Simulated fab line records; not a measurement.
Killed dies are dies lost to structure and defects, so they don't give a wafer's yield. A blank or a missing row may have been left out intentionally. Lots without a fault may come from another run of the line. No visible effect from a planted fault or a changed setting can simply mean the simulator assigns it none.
What tool caused it? ; flow n5Finfet ; 10 lots, 27 wafers sampled, at 6 steps of a route of 1938

## WHAT THE GAUGES READ, wafer by wafer
N5_BEOL_M4_OCD_MEAS_38. Usual: trenchDepthNm 55.3 nm, standard deviation 1.3.
lot;measured;on;trenchDepthNm (nm);flag
L871;day 8 06:46;ocd-02;56.3 55.5;
L876;day 9 09:47;ocd-02;54.2 54.9 54.1;
L878;day 10 00:31;ocd-02;56.2 53.6 52.9;
L880;day 10 08:53;ocd-02;55.3 57.5 57.5;
L879;day 10 16:38;ocd-01;53.7 56.4 56.0;
L882;day 10 19:45;ocd-01;55.6 55.2 55.0;
L886;day 11 13:19;ocd-01;55.6 55.1 54.7;
L888;day 12 11:31;ocd-02;17.3 44.3 56.8;OFF
L889;day 12 11:35;ocd-01;38.3 54.5;OFF
L891;day 13 06:01;ocd-01;25.5 56.4;OFF

N5_BEOL_M4_RC_MEAS_101. Usual: CHAIN_V3_max_site 240 ohm/link, standard deviation 10; SERP_M4_max_site 211 ohm/um, standard deviation 17.
lot;measured;on;CHAIN_V3_max_site (ohm/link);SERP_M4_max_site (ohm/um);flag
L871;day 8 11:50;prober-01;254 263;217 224;
L876;day 9 14:29;prober-02;255 237 232;234 220 217;
L878;day 10 04:57;prober-01;238 238 242;196 200 206;
L880;day 10 13:26;prober-02;237 232 232;199 201 195;
L879;day 10 20:43;prober-01;242 224 233;227 203 206;
L882;day 11 00:10;prober-02;232 253 240;208 225 216;
L886;day 11 17:25;prober-01;235 234 216;203 215 195;
L888;day 12 15:34;prober-02;~571 232;~5.4054e+05 184;
L889;day 12 16:21;prober-01;~571 246;~5.4054e+05 241;
L891;day 13 10:43;prober-02;~571 220;~5.4054e+05 192;

## WHICH TOOL RAN EACH LOT (tool, then ch and the chambers of the sampled wafers, then the start)
lot;N5_BEOL_M4_HM_DEP_02;N5_BEOL_M4_DESCUM_33;N5_BEOL_M4_ETCH_70;N5_BEOL_M4_PRE_CLEAN_45
L871;pvdSputter-02, day 8 00:14;rieDiel-01 ch 3, day 8 03:42;rieDiel-01 ch 0,2, day 8 06:24;pvdSputter-01, day 8 08:13
L876;pvdSputter-01, day 9 02:44;rieDiel-03 ch 0,1,3, day 9 04:52;rieDiel-01 ch 1,3, day 9 09:26;pvdSputter-03, day 9 10:19
L878;pvdSputter-02, day 9 18:35;rieDiel-05 ch 1,2,3, day 9 20:28;rieDiel-05 ch 0,1,2, day 10 00:10;pvdSputter-02, day 10 01:11
L880;pvdSputter-01, day 9 23:59;rieDiel-01 ch 0,1,2, day 10 01:24;rieDiel-01 ch 0,2, day 10 08:31;pvdSputter-03, day 10 09:28
L879;pvdSputter-03, day 10 08:02;rieDiel-05 ch 1,2, day 10 10:38;rieDiel-05 ch 0,1,3, day 10 16:17;pvdSputter-02, day 10 17:07
L882;pvdSputter-02, day 10 16:23;rieDiel-05 ch 1,2,3, day 10 17:55;rieDiel-01 ch 1,3, day 10 19:23;pvdSputter-03, day 10 20:24
L886;pvdSputter-01, day 11 05:59;rieDiel-03 ch 0,3, day 11 07:34;rieDiel-01 ch 0,1,3, day 11 12:57;pvdSputter-03, day 11 13:41
L888;pvdSputter-01, day 12 04:00;rieDiel-05 ch 0,1,3, day 12 05:33;rieDiel-01 ch 1,2, day 12 11:10;pvdSputter-02, day 12 11:51
L889;pvdSputter-01, day 12 07:50;rieDiel-03 ch 2,3, day 12 09:26;rieDiel-03 ch 2,3, day 12 11:13;pvdSputter-02, day 12 12:07
L891;pvdSputter-01, day 12 20:13;rieDiel-01 ch 1,2, day 12 21:52;rieDiel-01 ch 2, day 13 05:40;pvdSputter-02, day 13 06:42
- N5_BEOL_M4_HM_DEP_02: deposits TiN, target thk 20 nm.
- N5_BEOL_M4_DESCUM_33: chemistry O2, time 7 s.
- N5_BEOL_M4_ETCH_70: etches SOC in N2/H2, target depth 80 nm, overetch 24 nm, time 130 s.
- N5_BEOL_M4_PRE_CLEAN_45: time 30 s.

## WHAT THE TOOLS THEMSELVES READ (means of the sampled wafers that have a number; where no wafer has one, the mark that the record gives instead)
N5_BEOL_M4_HM_DEP_02. Usual: throttleValvePct 29.8 %, standard deviation 1.3.
lot;tool;throttleValvePct (%);flag
L871;pvdSputter-02;29.0;
L876;pvdSputter-01;30.7;
L878;pvdSputter-02;30.9;
L880;pvdSputter-01;30.7;
L879;pvdSputter-03;29.5;
L882;pvdSputter-02;28.6;
L886;pvdSputter-01;29.5;
L888;pvdSputter-01;29.6;
L889;pvdSputter-01;29.8;
L891;pvdSputter-01;27.6;

N5_BEOL_M4_DESCUM_33. Usual: drypumpMotorCurrentA 5.7 A, standard deviation 0.36; oesProductAu 0.78 a.u., standard deviation 0.093; rfVppV 243.4 V, standard deviation 1.2; showerheadPlenumPTorr 2.11 Torr, standard deviation 0.066; throttleValvePct 20.42 %, standard deviation 0.27.
lot;tool;drypumpMotorCurrentA (A);oesProductAu (a.u.);rfVppV (V);showerheadPlenumPTorr (Torr);throttleValvePct (%);flag
L871;rieDiel-01;5.5;0.69;241.1;2.08;20.73;
L876;rieDiel-03;5.8;0.79;243.5;2.09;20.09;
L878;rieDiel-05;5.8;0.81;244.8;2.18;20.51;
L880;rieDiel-01;5.8;0.85;243.3;2.06;20.34;
L879;rieDiel-05;5.3;0.71;244.3;2.15;20.67;
L882;rieDiel-05;5.8;0.80;245.0;2.18;20.51;
L886;rieDiel-03;5.8;0.74;243.5;2.11;20.17;
L888;rieDiel-05;5.8;0.79;244.2;2.18;20.54;
L889;rieDiel-03;5.3;0.74;242.2;2.04;20.17;
L891;rieDiel-01;5.8;0.78;242.2;2.06;20.37;

N5_BEOL_M4_ETCH_70. Usual: drypumpMotorCurrentA 5.7 A, standard deviation 0.34; oesProductAu 0.57 a.u., standard deviation 0.062; rfVppV 524.2 V, standard deviation 2.2; showerheadPlenumPTorr 2.55 Torr, standard deviation 0.069; throttleValvePct 17.82 %, standard deviation 0.28.
lot;tool;drypumpMotorCurrentA (A);oesProductAu (a.u.);rfVppV (V);showerheadPlenumPTorr (Torr);throttleValvePct (%);flag
L871;rieDiel-01;5.8;0.59;521.8;2.50;18.03;
L876;rieDiel-01;5.7;0.51;522.5;2.51;17.69;
L878;rieDiel-05;5.4;0.54;526.4;2.62;18.11;
L880;rieDiel-01;5.8;0.68;522.9;2.50;17.84;
L879;rieDiel-05;5.9;0.59;526.7;2.64;17.84;
L882;rieDiel-01;5.7;0.52;522.9;2.51;17.72;
L886;rieDiel-01;5.7;0.55;522.7;2.50;17.82;
L888;rieDiel-01;5.8;0.60;522.8;2.49;17.78;
L889;rieDiel-03;5.3;0.55;520.5;2.49;17.68;
L891;rieDiel-01;5.7;0.64;523.0;2.49;17.94;

N5_BEOL_M4_PRE_CLEAN_45. Usual: heaterPowerW 343 W, standard deviation 34.
lot;tool;heaterPowerW (W);flag
L871;pvdSputter-01;268;
L876;pvdSputter-03;342;
L878;pvdSputter-02;314;
L880;pvdSputter-03;354;
L879;pvdSputter-02;349;
L882;pvdSputter-03;365;
L886;pvdSputter-03;341;
L888;pvdSputter-02;341;
L889;pvdSputter-02;359;
L891;pvdSputter-02;332;

## THE ANSWER, worked out from the rows above alone
Rule: lot off if the mean of its wafers having a number is beyond 3 standard deviations from the usual mean. Also off: a lot with no number at a reading for which 4 or more lots have one. All remaining lots with rows at the step are treated as sound. First the gauges in route order, then the tools' own readings, where a lot's mean is used as printed above. The first step at which some lot is off is used, and at that step the reading that is off furthest; a lot without a number counts as furthest.
Off: L888, L889, L891 (N5_BEOL_M4_OCD_MEAS_38, trenchDepthNm).
If a tool, at a process step before that reading, ran all the lots that are off and no sound lot after the first of them, it fits. Those tools and the gauges at N5_BEOL_M4_OCD_MEAS_38 are tried in the same way. One fits: pvdSputter-01 at N5_BEOL_M4_HM_DEP_02. Its last sound lot is L886 (day 11 05:59), its first lot that is off L888 (day 12 04:00): a fault that began between those two fits.

## WHAT THE SIMULATOR HAD INSERTED
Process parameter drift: pvdSputter-01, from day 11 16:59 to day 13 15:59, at N5_BEOL_M4_HM_DEP_02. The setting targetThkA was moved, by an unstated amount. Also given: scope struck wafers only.
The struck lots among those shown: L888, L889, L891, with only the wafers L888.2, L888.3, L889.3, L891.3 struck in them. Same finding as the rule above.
